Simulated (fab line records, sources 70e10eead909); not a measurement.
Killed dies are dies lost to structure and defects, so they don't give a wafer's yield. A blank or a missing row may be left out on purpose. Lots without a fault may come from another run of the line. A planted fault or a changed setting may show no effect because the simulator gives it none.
Which tool did it? | flow nand_harc | 12 lots, 36 wafers sampled, at 2 steps of a route of 1302

WHAT THE GAUGES READ, wafer by wafer
NHARC_A_CONTACT_INSPECT_71.
lot  | measured     | on                | raw_defect_count
L736 | day 22 03:59 | defect_inspect-01 | 54 64 59
L738 | day 22 22:29 | defect_inspect-02 | 20 18 23
L737 | day 22 22:38 | defect_inspect-02 | 130 142 142
L741 | day 23 17:22 | defect_inspect-01 | 138 163 143
L742 | day 23 18:56 | defect_inspect-02 | 19 28 22
L743 | day 25 01:35 | defect_inspect-01 | 99 114 117
L747 | day 25 22:20 | defect_inspect-02 | 131 122 115
L745 | day 26 12:23 | defect_inspect-02 | 121 134 145
L748 | day 26 23:20 | defect_inspect-01 | 25 18 16
L753 | day 28 07:44 | defect_inspect-01 | 51 38 60
L754 | day 29 11:17 | defect_inspect-01 | 114 117 132
L759 | day 31 07:15 | defect_inspect-02 | 140 138 135

WHICH TOOL RAN EACH LOT (tool, then ch and the chambers of the sampled wafers, then the start)
lot  | NHARC_A_CONTACT_STRIP_55
L736 | rie_diel-07 ch 0,3, day 22 03:59 or earlier
L738 | rie_diel-07 ch 1,2, day 22 22:29 or earlier
L737 | rie_diel-10 ch 0,1,3, day 22 22:38 or earlier
L741 | rie_diel-07 ch 1,3, day 23 17:22 or earlier
L742 | rie_diel-01 ch 0,2,3, day 23 18:56 or earlier
L743 | rie_diel-10 ch 0,2, day 25 01:35 or earlier
L747 | rie_diel-10 ch 0,1,2, day 25 22:20 or earlier
L745 | rie_diel-07 ch 0,1,2, day 26 12:23 or earlier
L748 | rie_diel-10 ch 0,2,3, day 26 23:20 or earlier
L753 | rie_diel-10 ch 1,2,3, day 28 07:44 or earlier
L754 | rie_diel-10 ch 0,1,3, day 29 11:17 or earlier
L759 | rie_diel-07 ch 1,3, day 31 07:15 or earlier
- NHARC_A_CONTACT_STRIP_55: strips in O2.

WHAT THE TOOLS THEMSELVES READ (means of the sampled wafers that have a number; where no wafer has one, the mark that the record gives instead)
NHARC_A_CONTACT_STRIP_55.
lot  | tool        | drypump_motor_current_A (A) | oes_product_au (a.u.) | rf_vpp_V (V) | showerhead_plenum_p_Torr (Torr) | throttle_valve_pct (%)
L736 | rie_diel-07 | 5.62                        | 0.999                 | 57.4         | 3.58                            | 17.040
L738 | rie_diel-07 | 5.78                        | 1.000                 | 57.4         | 3.37                            | 17.034
L737 | rie_diel-10 | 5.69                        | 1.023                 | 57.9         | 3.45                            | 17.038
L741 | rie_diel-07 | 5.98                        | 0.999                 | 57.2         | 3.53                            | 17.030
L742 | rie_diel-01 | 6.06                        | 0.998                 | 57.7         | 3.47                            | 17.027
L743 | rie_diel-10 | 5.73                        | 1.012                 | 57.0         | 3.32                            | 17.048
L747 | rie_diel-10 | 5.70                        | 1.016                 | 57.5         | 3.41                            | 17.036
L745 | rie_diel-07 | 5.61                        | 0.992                 | 57.0         | 3.41                            | 17.036
L748 | rie_diel-10 | 5.79                        | 0.986                 | 57.4         | 3.33                            | 17.035
L753 | rie_diel-10 | 5.76                        | 1.000                 | 57.4         | 3.42                            | 17.033
L754 | rie_diel-10 | 5.69                        | 0.983                 | 57.9         | 3.43                            | 17.036
L759 | rie_diel-07 | 5.93                        | 1.008                 | 56.8         | 3.54                            | 17.035

THE ANSWER, worked out from the rows above alone
Rule: what is usual is taken from the lots themselves. Put in order of their means at a reading, lots are off if they are a third of the lots or fewer, leave a main group of 4 or more, and stand apart from it by a gap of 3 or more times the standard deviation of the main group's means; of several such gaps the widest counts. A main group whose means are all the same, to the digits that the tables above print for the reading, isn't used. A lot without any number at a reading at which 4 lots or more have one is off too. The other lots that the step has rows for count as sound. The gauges are gone through in route order, then the tools' own readings, and for those a lot's mean is taken as printed above. The first step at which some lot is off is used, and at that step the reading that is off furthest; a lot without a number counts as furthest.
No lot is off at any reading shown: from this, nothing can be told.

WHAT THE SIMULATOR HAD PUT IN
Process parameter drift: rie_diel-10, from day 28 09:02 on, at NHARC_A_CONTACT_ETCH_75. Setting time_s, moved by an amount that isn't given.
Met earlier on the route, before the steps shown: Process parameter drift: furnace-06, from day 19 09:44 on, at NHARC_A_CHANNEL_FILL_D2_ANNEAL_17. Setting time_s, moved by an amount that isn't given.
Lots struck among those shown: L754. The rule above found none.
